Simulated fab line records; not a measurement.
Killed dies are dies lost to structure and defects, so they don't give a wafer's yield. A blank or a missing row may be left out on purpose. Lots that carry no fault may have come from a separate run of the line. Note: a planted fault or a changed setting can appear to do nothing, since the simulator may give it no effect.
What tool caused it? | flow n5_finfet | 69 wafers from 23 lots sampled at 6 of the route's 1938 steps

## WHAT THE GAUGES SHOWED, per wafer
The record holds no reading of a measuring or inspecting step that can be judged against a usual standard deviation.

## TOOL THAT RAN EACH LOT (tool first, then ch and the chambers of the sampled wafers, then the start)
lot  | N5_HKMG_FIN_STRIP_57               | N5_HKMG_FIN_STRIP_88                 | N5_HKMG_FIN_NWFM_ALD_20            | N5_HKMG_FIN_STRIP_69                 | N5_GATE_CUT_ETCHBACK_00           | N5_GATE_CUT_ETCH_56
L074 | rie_diel-03 ch 1,2, day 4 03:42    | plasma_asher-02 ch 0,1, day 4 08:42  | ald_metal-03 ch 1,2, day 4 09:05   | plasma_asher-01 ch 0,1, day 4 10:19  | rie_metal-02 ch 0,1, day 4 11:59  | rie_metal-02 ch 0,1, day 4 12:06
L075 | rie_diel-01 ch 0,1,2, day 4 09:07  | plasma_asher-02 ch 0,1, day 4 15:24  | ald_metal-04 ch 0,1,3, day 4 15:47 | plasma_asher-01 ch 0,1, day 4 16:55  | rie_metal-03 ch 0,1, day 4 18:34  | rie_metal-03 ch 0,1, day 4 18:41
L076 | rie_diel-01 ch 0,1, day 4 21:47    | plasma_asher-01 ch 0,1, day 5 03:48  | ald_metal-04 ch 1,2, day 5 04:11   | plasma_asher-02 ch 0,1, day 5 05:04  | rie_metal-03 ch 1, day 5 06:44    | rie_metal-03 ch 1, day 5 06:51
L077 | rie_diel-01 ch 1,2,3, day 5 00:23  | plasma_asher-02 ch 0,1, day 5 06:11  | ald_metal-04 ch 1,2,3, day 5 06:34 | plasma_asher-01 ch 0,1, day 5 07:37  | rie_metal-03 ch 0,1, day 5 09:17  | rie_metal-03 ch 0,1, day 5 09:24
L079 | rie_diel-03 ch 0,3, day 5 09:06    | plasma_asher-02 ch 0,1, day 5 13:56  | ald_metal-03 ch 1,2, day 5 14:23   | plasma_asher-02 ch 0,1, day 5 15:11  | rie_metal-02 ch 0,1, day 5 16:53  | rie_metal-02 ch 0,1, day 5 17:00
L078 | rie_diel-01 ch 0,2,3, day 5 10:14  | plasma_asher-01 ch 0,1, day 5 14:52  | ald_metal-01 ch 1,2,3, day 5 15:15 | plasma_asher-02 ch 0,1, day 5 16:03  | rie_metal-02 ch 0,1, day 5 17:43  | rie_metal-02 ch 0,1, day 5 17:50
L080 | rie_diel-02 ch 0,1,2, day 5 18:01  | plasma_asher-01 ch 0,1, day 5 22:57  | ald_metal-03 ch 0,3, day 5 23:13   | plasma_asher-01 ch 0,1, day 6 00:08  | rie_metal-01 ch 0,1, day 6 01:44  | rie_metal-01 ch 0,1, day 6 01:50
L081 | rie_diel-02 ch 0,2,3, day 5 22:39  | plasma_asher-01 ch 1, day 6 03:23    | ald_metal-04 ch 1,3, day 6 03:46   | plasma_asher-01 ch 0,1, day 6 04:34  | rie_metal-02 ch 1, day 6 06:14    | rie_metal-02 ch 1, day 6 06:21
L082 | rie_diel-02 ch 1,2,3, day 6 03:36  | plasma_asher-01 ch 0,1, day 6 08:21  | ald_metal-03 ch 0,2, day 6 08:44   | plasma_asher-01 ch 0,1, day 6 09:42  | rie_metal-03 ch 0,1, day 6 11:22  | rie_metal-03 ch 0,1, day 6 11:29
L083 | rie_diel-01 ch 0,2,3, day 6 10:58  | plasma_asher-02 ch 0,1, day 6 15:58  | ald_metal-01 ch 0,1,2, day 6 16:21 | plasma_asher-02 ch 0,1, day 6 17:09  | rie_metal-03 ch 0,1, day 6 18:49  | rie_metal-03 ch 0,1, day 6 18:56
L085 | rie_diel-02 ch 1,2,3, day 6 21:28  | plasma_asher-01 ch 0,1, day 7 02:16  | ald_metal-04 ch 0,2,3, day 7 02:39 | plasma_asher-01 ch 0,1, day 7 03:27  | rie_metal-03 ch 0,1, day 7 05:07  | rie_metal-03 ch 0,1, day 7 05:14
L086 | rie_diel-01 ch 1,2, day 7 08:04    | plasma_asher-01 ch 0,1, day 7 12:37  | ald_metal-01 ch 0,1,3, day 7 13:00 | plasma_asher-01 ch 0,1, day 7 13:57  | rie_metal-01 ch 0,1, day 7 15:37  | rie_metal-01 ch 0,1, day 7 15:44
L087 | rie_diel-03 ch 0,1,3, day 7 09:33  | plasma_asher-01 ch 0,1, day 7 14:29  | ald_metal-01 ch 0,1,3, day 7 14:52 | plasma_asher-02 ch 0,1, day 7 15:56  | rie_metal-01 ch 0,1, day 7 17:35  | rie_metal-01 ch 0,1, day 7 17:43
L088 | rie_diel-03 ch 0,1,2, day 7 14:47  | plasma_asher-01 ch 0,1, day 7 19:44  | ald_metal-04 ch 1,2, day 7 20:01   | plasma_asher-02 ch 0,1, day 7 21:34  | rie_metal-01 ch 0,1, day 7 23:10  | rie_metal-01 ch 0,1, day 7 23:16
L089 | rie_diel-03 ch 0,1,2, day 7 21:21  | plasma_asher-02 ch 0,1, day 8 02:01  | ald_metal-04 ch 0,1,2, day 8 02:24 | plasma_asher-02 ch 0,1, day 8 03:11  | rie_metal-02 ch 0,1, day 8 04:52  | rie_metal-02 ch 0,1, day 8 04:59
L090 | rie_diel-03 ch 0,1, day 8 01:57    | plasma_asher-02 ch 0,1, day 8 06:37  | ald_metal-04 ch 0,1,2, day 8 07:01 | plasma_asher-02 ch 0,1, day 8 07:53  | rie_metal-03 ch 0,1, day 8 09:38  | rie_metal-03 ch 0,1, day 8 09:46
L091 | rie_diel-01 ch 1,2,3, day 8 04:12  | plasma_asher-01 ch 0, day 8 08:58    | ald_metal-03 ch 1,2, day 8 09:21   | plasma_asher-02 ch 0,1, day 8 10:18  | rie_metal-03 ch 0,1, day 8 11:58  | rie_metal-03 ch 0,1, day 8 12:05
L092 | rie_diel-01 ch 1,2, day 8 12:47    | plasma_asher-02 ch 0,1, day 8 17:26  | ald_metal-04 ch 0,2, day 8 17:49   | plasma_asher-01 ch 0,1, day 8 18:46  | rie_metal-01 ch 0,1, day 8 20:33  | rie_metal-01 ch 0,1, day 8 20:40
L093 | rie_diel-01 ch 0,3, day 8 17:40    | plasma_asher-02 ch 0,1, day 8 22:48  | ald_metal-01 ch 0,1, day 8 23:11   | plasma_asher-02 ch 0,1, day 8 23:59  | rie_metal-03 ch 0,1, day 9 01:38  | rie_metal-03 ch 0,1, day 9 01:46
L094 | rie_diel-01 ch 0,3, day 9 05:04    | plasma_asher-01 ch 0, day 9 10:01    | ald_metal-01 ch 0,1,3, day 9 10:23 | plasma_asher-01 ch 0,1, day 9 11:11  | rie_metal-02 ch 1, day 9 12:51    | rie_metal-02 ch 1, day 9 13:05
L095 | rie_diel-02 ch 0,2,3, day 9 22:14  | plasma_asher-02 ch 1, day 10 02:54   | ald_metal-01 ch 0,3, day 10 03:17  | plasma_asher-01 ch 0,1, day 10 04:05 | rie_metal-03 ch 0,1, day 10 05:44 | rie_metal-03 ch 0,1, day 10 05:52
L096 | rie_diel-01 ch 1,3, day 10 04:55   | plasma_asher-02 ch 0, day 10 10:01   | ald_metal-04 ch 1,3, day 10 10:24  | plasma_asher-02 ch 0,1, day 10 11:16 | rie_metal-02 ch 1, day 10 12:55   | rie_metal-02 ch 1, day 10 13:10
L097 | rie_diel-01 ch 1,2,3, day 10 18:19 | plasma_asher-01 ch 0,1, day 10 23:23 | ald_metal-04 ch 0,2, day 10 23:39  | plasma_asher-02 ch 0,1, day 11 00:34 | rie_metal-03 ch 0,1, day 11 02:09 | rie_metal-03 ch 0,1, day 11 02:16
- N5_HKMG_FIN_STRIP_57: strips in CF4.
- N5_HKMG_FIN_STRIP_88: strips in N2/H2, time 360 s.
- N5_HKMG_FIN_NWFM_ALD_20: deposits TiAlC, target thk 2 nm, pulse time 3 s, purge time 2 s.
- N5_HKMG_FIN_STRIP_69: strips in N2/H2, time 360 s.
- N5_GATE_CUT_ETCHBACK_00: etches W in SF6/Cl2.
- N5_GATE_CUT_ETCH_56: etches TiN in Cl2/Ar, target depth 21.6 nm.

## AS READ BY THE TOOLS THEMSELVES (means over the sampled wafers that have a number; for cases with no such wafer, the mark the record gives instead)
N5_HKMG_FIN_STRIP_57.
lot  | tool        | bias_power_w (W) | drypump_motor_current_A (A) | oes_product_au (a.u.) | rf_vpp_V (V) | showerhead_plenum_p_Torr (Torr) | throttle_valve_pct (%)
L074 | rie_diel-03 | 74.87            | 5.65                        | 0.79                  | 269.6        | 1.72                            | 13.66
L075 | rie_diel-01 | 74.87            | 5.49                        | 0.81                  | 270.8        | 1.81                            | 13.55
L076 | rie_diel-01 | 74.93            | 5.21                        | 0.80                  | 271.2        | 1.80                            | 13.46
L077 | rie_diel-01 | 75.02            | 5.50                        | 0.83                  | 271.4        | 1.81                            | 13.42
L079 | rie_diel-03 | 75.05            | 5.70                        | 0.90                  | 271.0        | 1.81                            | 13.52
L078 | rie_diel-01 | 74.96            | 5.61                        | 0.76                  | 271.7        | 1.79                            | 13.52
L080 | rie_diel-02 | 75.03            | 5.39                        | 0.69                  | 271.4        | 1.79                            | 13.75
L081 | rie_diel-02 | 74.85            | 5.55                        | 0.72                  | 270.2        | 1.76                            | 13.74
L082 | rie_diel-02 | 74.91            | 5.36                        | 0.71                  | 270.7        | 1.78                            | 13.80
L083 | rie_diel-01 | 75.02            | 5.58                        | 0.75                  | 271.1        | 1.79                            | 13.54
L085 | rie_diel-02 | 75.02            | 5.38                        | 0.71                  | 271.1        | 1.78                            | 13.81
L086 | rie_diel-01 | 75.03            | 5.39                        | 0.84                  | 272.2        | 1.82                            | 13.53
L087 | rie_diel-03 | 74.92            | 5.67                        | 0.81                  | 270.9        | 1.80                            | 13.65
L088 | rie_diel-03 | 74.85            | 5.60                        | 0.76                  | 270.8        | 1.76                            | 13.79
L089 | rie_diel-03 | 74.98            | 5.62                        | 0.76                  | 269.8        | 1.76                            | 13.80
L090 | rie_diel-03 | 74.92            | 5.66                        | 0.77                  | 271.5        | 1.79                            | 13.77
L091 | rie_diel-01 | 75.06            | 5.50                        | 0.79                  | 271.9        | 1.80                            | 13.48
L092 | rie_diel-01 | 74.99            | 5.65                        | 0.82                  | 271.0        | 1.81                            | 13.66
L093 | rie_diel-01 | 74.82            | 5.45                        | 0.89                  | 269.7        | 1.77                            | 13.21
L094 | rie_diel-01 | 74.96            | 5.44                        | 0.80                  | 270.2        | 1.77                            | 13.26
L095 | rie_diel-02 | 75.05            | 5.53                        | 0.77                  | 270.2        | 1.75                            | 13.62
L096 | rie_diel-01 | 75.07            | 5.29                        | 0.75                  | 271.3        | 1.78                            | 13.36
L097 | rie_diel-01 | 75.18            | 5.47                        | 0.77                  | 271.4        | 1.80                            | 13.53

N5_HKMG_FIN_STRIP_88.
lot  | tool            | drypump_motor_current_A (A) | heater_power_w (W) | temp_c (C)
L074 | plasma_asher-02 | 5.6                         | 469                | 300.07
L075 | plasma_asher-02 | 5.2                         | 439                | 300.25
L076 | plasma_asher-01 | 6.1                         | 436                | 300.10
L077 | plasma_asher-02 | 5.2                         | 443                | 300.10
L079 | plasma_asher-02 | 5.2                         | 440                | 299.91
L078 | plasma_asher-01 | 6.2                         | 452                | 299.90
L080 | plasma_asher-01 | 6.1                         | 434                | 299.86
L081 | plasma_asher-01 | 6.4                         | 473                | 299.93
L082 | plasma_asher-01 | 6.1                         | 434                | 299.98
L083 | plasma_asher-02 | 5.2                         | 440                | 300.15
L085 | plasma_asher-01 | 6.2                         | 448                | 299.77
L086 | plasma_asher-01 | 6.2                         | 458                | 299.79
L087 | plasma_asher-01 | 6.2                         | 454                | 300.00
L088 | plasma_asher-01 | 6.2                         | 443                | 300.02
L089 | plasma_asher-02 | 5.2                         | 440                | 300.17
L090 | plasma_asher-02 | 5.2                         | 436                | 300.08
L091 | plasma_asher-01 | 5.9                         | 410                | 299.93
L092 | plasma_asher-02 | 5.2                         | 444                | 300.05
L093 | plasma_asher-02 | 5.2                         | 438                | 299.92
L094 | plasma_asher-01 | 5.9                         | 416                | 299.59
L095 | plasma_asher-02 | 6.0                         | 494                | 300.16
L096 | plasma_asher-02 | 4.8                         | 414                | 299.74
L097 | plasma_asher-01 | 6.2                         | 448                | 299.96

N5_HKMG_FIN_NWFM_ALD_20.
lot  | tool         | heater_power_w (W) | precursor_pulse_height_rel
L074 | ald_metal-03 | 499                | 0.982
L075 | ald_metal-04 | 472                | 0.988
L076 | ald_metal-04 | 464                | 1.016
L077 | ald_metal-04 | 445                | 1.000
L079 | ald_metal-03 | 491                | 0.999
L078 | ald_metal-01 | 498                | 1.004
L080 | ald_metal-03 | 465                | 1.011
L081 | ald_metal-04 | 434                | 0.989
L082 | ald_metal-03 | 467                | 0.993
L083 | ald_metal-01 | 499                | 1.004
L085 | ald_metal-04 | 499                | 0.996
L086 | ald_metal-01 | 525                | 0.975
L087 | ald_metal-01 | 522                | 0.990
L088 | ald_metal-04 | 460                | 1.003
L089 | ald_metal-04 | 503                | 0.987
L090 | ald_metal-04 | 501                | 1.000
L091 | ald_metal-03 | 504                | 0.998
L092 | ald_metal-04 | 554                | 0.996
L093 | ald_metal-01 | 496                | 1.007
L094 | ald_metal-01 | 515                | 1.005
L095 | ald_metal-01 | 545                | 1.002
L096 | ald_metal-04 | 430                | 1.011
L097 | ald_metal-04 | 551                | 1.002

N5_HKMG_FIN_STRIP_69.
lot  | tool            | drypump_motor_current_A (A) | heater_power_w (W) | temp_c (C)
L074 | plasma_asher-01 | 6.2                         | 452                | 299.87
L075 | plasma_asher-01 | 6.1                         | 429                | 299.86
L076 | plasma_asher-02 | 5.2                         | 446                | 299.79
L077 | plasma_asher-01 | 6.1                         | 435                | 299.76
L079 | plasma_asher-02 | 5.6                         | 458                | 299.84
L078 | plasma_asher-02 | 5.6                         | 464                | 299.92
L080 | plasma_asher-01 | 6.1                         | 431                | 300.13
L081 | plasma_asher-01 | 6.1                         | 430                | 299.82
L082 | plasma_asher-01 | 6.1                         | 434                | 300.06
L083 | plasma_asher-02 | 5.6                         | 466                | 300.05
L085 | plasma_asher-01 | 6.1                         | 429                | 300.00
L086 | plasma_asher-01 | 6.2                         | 453                | 299.77
L087 | plasma_asher-02 | 5.2                         | 443                | 300.16
L088 | plasma_asher-02 | 5.2                         | 443                | 300.03
L089 | plasma_asher-02 | 5.6                         | 464                | 299.82
L090 | plasma_asher-02 | 5.2                         | 439                | 300.10
L091 | plasma_asher-02 | 5.6                         | 463                | 300.30
L092 | plasma_asher-01 | 6.1                         | 430                | 300.04
L093 | plasma_asher-02 | 5.2                         | 440                | 299.93
L094 | plasma_asher-01 | 6.2                         | 452                | 299.96
L095 | plasma_asher-01 | 6.1                         | 431                | 300.16
L096 | plasma_asher-02 | 5.6                         | 470                | 299.90
L097 | plasma_asher-02 | 5.6                         | 465                | 300.16

N5_GATE_CUT_ETCHBACK_00.
lot  | tool         | drypump_motor_current_A (A) | oes_product_au (a.u.) | throttle_valve_pct (%)
L074 | rie_metal-02 | 6.1                         | 0.76                  | 27.42
L075 | rie_metal-03 | 6.4                         | 0.86                  | 27.67
L076 | rie_metal-03 | 6.7                         | 0.88                  | 27.58
L077 | rie_metal-03 | 6.4                         | 0.85                  | 27.66
L079 | rie_metal-02 | 6.0                         | 0.68                  | 27.63
L078 | rie_metal-02 | 6.0                         | 0.68                  | 27.63
L080 | rie_metal-01 | 5.6                         | 0.67                  | 27.55
L081 | rie_metal-02 | 6.1                         | 0.81                  | 27.24
L082 | rie_metal-03 | 6.1                         | 0.82                  | 27.77
L083 | rie_metal-03 | 6.1                         | 0.83                  | 27.79
L085 | rie_metal-03 | 6.2                         | 0.82                  | 27.78
L086 | rie_metal-01 | 5.6                         | 0.66                  | 27.56
L087 | rie_metal-01 | 5.2                         | 0.69                  | 27.45
L088 | rie_metal-01 | 5.2                         | 0.69                  | 27.45
L089 | rie_metal-02 | 6.0                         | 0.67                  | 27.63
L090 | rie_metal-03 | 6.4                         | 0.82                  | 27.69
L091 | rie_metal-03 | 6.1                         | 0.81                  | 27.78
L092 | rie_metal-01 | 5.6                         | 0.66                  | 27.57
L093 | rie_metal-03 | 6.1                         | 0.80                  | 27.79
L094 | rie_metal-02 | 6.1                         | 0.78                  | 27.27
L095 | rie_metal-03 | 6.2                         | 0.81                  | 27.80
L096 | rie_metal-02 | 6.1                         | 0.77                  | 27.28
L097 | rie_metal-03 | 6.2                         | 0.80                  | 27.80

N5_GATE_CUT_ETCH_56.
lot  | tool         | drypump_motor_current_A (A) | mfc_ar_sccm (sccm) | oes_product_au (a.u.) | throttle_valve_pct (%)
L074 | rie_metal-02 | 6.1                         | 60.06              | 0.75                  | 20.82
L075 | rie_metal-03 | 6.4                         | 59.89              | 0.85                  | 20.99
L076 | rie_metal-03 | 6.7                         | 60.04              | 0.86                  | 20.93
L077 | rie_metal-03 | 6.4                         | 59.91              | 0.85                  | 20.99
L079 | rie_metal-02 | 6.0                         | 59.90              | 0.69                  | 21.02
L078 | rie_metal-02 | 6.0                         | 59.99              | 0.68                  | 21.02
L080 | rie_metal-01 | 5.6                         | 60.02              | 0.67                  | 20.93
L081 | rie_metal-02 | 6.1                         | 60.02              | 0.81                  | 20.61
L082 | rie_metal-03 | 6.1                         | 59.95              | 0.82                  | 21.08
L083 | rie_metal-03 | 6.1                         | 60.01              | 0.82                  | 21.08
L085 | rie_metal-03 | 6.1                         | 60.09              | 0.82                  | 21.09
L086 | rie_metal-01 | 5.6                         | 59.91              | 0.66                  | 20.93
L087 | rie_metal-01 | 5.2                         | 60.21              | 0.69                  | 20.81
L088 | rie_metal-01 | 5.2                         | 60.12              | 0.69                  | 20.82
L089 | rie_metal-02 | 6.0                         | 59.82              | 0.66                  | 21.04
L090 | rie_metal-03 | 6.4                         | 60.02              | 0.81                  | 21.03
L091 | rie_metal-03 | 6.1                         | 60.01              | 0.81                  | 21.10
L092 | rie_metal-01 | 5.6                         | 60.06              | 0.66                  | 20.94
L093 | rie_metal-03 | 6.2                         | 60.01              | 0.80                  | 21.11
L094 | rie_metal-02 | 6.1                         | 59.93              | 0.78                  | 20.65
L095 | rie_metal-03 | 6.1                         | 59.78              | 0.79                  | 21.12
L096 | rie_metal-02 | 6.1                         | 59.88              | 0.77                  | 20.66
L097 | rie_metal-03 | 6.1                         | 59.92              | 0.79                  | 21.11

## THE ANSWER, worked out from the rows above alone
Rule: the usual values come from the lots themselves. The widest of any qualifying gaps counts: lots, ordered by their means at a reading, are off when they make up no more than a third of the lots, leave a main group of 4 or more, and stand apart from it by 3 or more times the standard deviation of that group's means. A main group is skipped when, at the precision printed for the reading in the tables above, its means are all equal. A lot without any number at a reading at which 4 lots or more have one is off too. Any other lot the step has rows for is counted as sound. First the gauges in route order, then the tools' own readings, where a lot's mean is used as printed above. At the first step where some lot is off, the reading lying furthest off is the one used; lots without a number count as furthest.
No lot is off at any reading shown: from this, nothing can be told.

## WHAT HAD BEEN PUT IN BY THE SIMULATOR
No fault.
